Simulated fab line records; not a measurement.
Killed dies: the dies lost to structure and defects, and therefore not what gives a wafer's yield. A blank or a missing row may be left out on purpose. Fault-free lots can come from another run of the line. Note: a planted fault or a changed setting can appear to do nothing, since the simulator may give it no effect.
Comparing a struck lot with a sound one | flow nandHarc | 15 steps out of a route of 1302
Sound: these wafers, L947.1, L947.2, L947.4. Wafers struck: L940.1, L940.4, L940.5. The cause is named last.
At each step with rows: each side's tool, then ch and its chambers, then its first start. Under that, the readings that differ: sound wafers | struck wafers | difference of the means | sigmas: that difference in standard deviations of wafers without a fault.
alike: same words and numbers on both sides, and readings whose means sit less than 2 such deviations apart. not compared: any withheld reading, any reading some wafer has no value for, any bound like >300 that may hide the same value, and any number with overlapping values for which the record gives no deviation.
Wherever a step has rows on one side only, a row that says differs or no value, or a row with sigmas, the two part there. Numbers that don't overlap but have no deviation are shown without sigmas and don't part them. A reading missing from all wafers of one side parts the sides only when that side holds two or more wafers.

NHARC_P_START_INSPECT_01:
  struck on defectInspect-02, day 4 18:02; sound on defectInspect-02, day 7 16:02
  alike: rawDefectCount
then, 9 steps without rows for these wafers: NHARC_P_ZERO_WELL_PRECLEAN_00 (cleans in SPM, time 600 s); NHARC_P_ZERO_WELL_SRD_01; NHARC_P_ZERO_WELL_PECVD_02 (deposits SiO2, target thk 10 nm); NHARC_P_ZERO_WELL_DEHYDRATE_03 (time 120 s); NHARC_P_ZERO_WELL_HMDS_04 (time 30 s); NHARC_P_ZERO_WELL_COAT_64 (time 65 s); NHARC_P_ZERO_WELL_COAT_05 (resist thk 600 nm); NHARC_P_ZERO_WELL_SOFTBAKE_06 (time 70 s); NHARC_P_ZERO_WELL_EBR_07.
NHARC_P_ZERO_WELL_EXPOSE_08: exposes mask P ZERO, target cd 500 nm.
  sound on krfScanner-02 ch 0, day 7 16:59; struck on krfScanner-01 ch 0, day 4 19:06
reading           | sound             | struck            | difference | sigmas
exposureDoseMJCm2 | 33.73 33.78 33.73 | 46.16 46.11 46.18 | +12.40     | +99 or more
  alike: mask
then, 2 steps without rows for these wafers: NHARC_P_ZERO_WELL_PEB_09 (peb time 80 s); NHARC_P_ZERO_WELL_DEVELOP_10 (time 50 s).
NHARC_P_ZERO_WELL_CD_MEAS_11: target cd 500 nm.
  sound on cdSem-02 ch 0, day 7 17:08; struck on cdSem-03 ch 0, day 4 19:15
reading   | sound             | struck            | difference | sigmas
cdNm (nm) | 499.3 500.5 499.8 | 553.7 559.4 557.1 | +56.9      | +27
then, 1 step without rows for these wafers: NHARC_P_ZERO_WELL_HARDBAKE_12 (time 65 s).

## WHERE THEY PART
Last at NHARC_P_ZERO_WELL_CD_MEAS_11 as far as this record goes, first at NHARC_P_ZERO_WELL_EXPOSE_08.

WHY: what the simulator had put in
Process parameter drift: krfScanner-01, from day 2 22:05 on, at NHARC_P_ZERO_WELL_EXPOSE_08. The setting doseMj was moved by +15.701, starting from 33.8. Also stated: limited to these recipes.
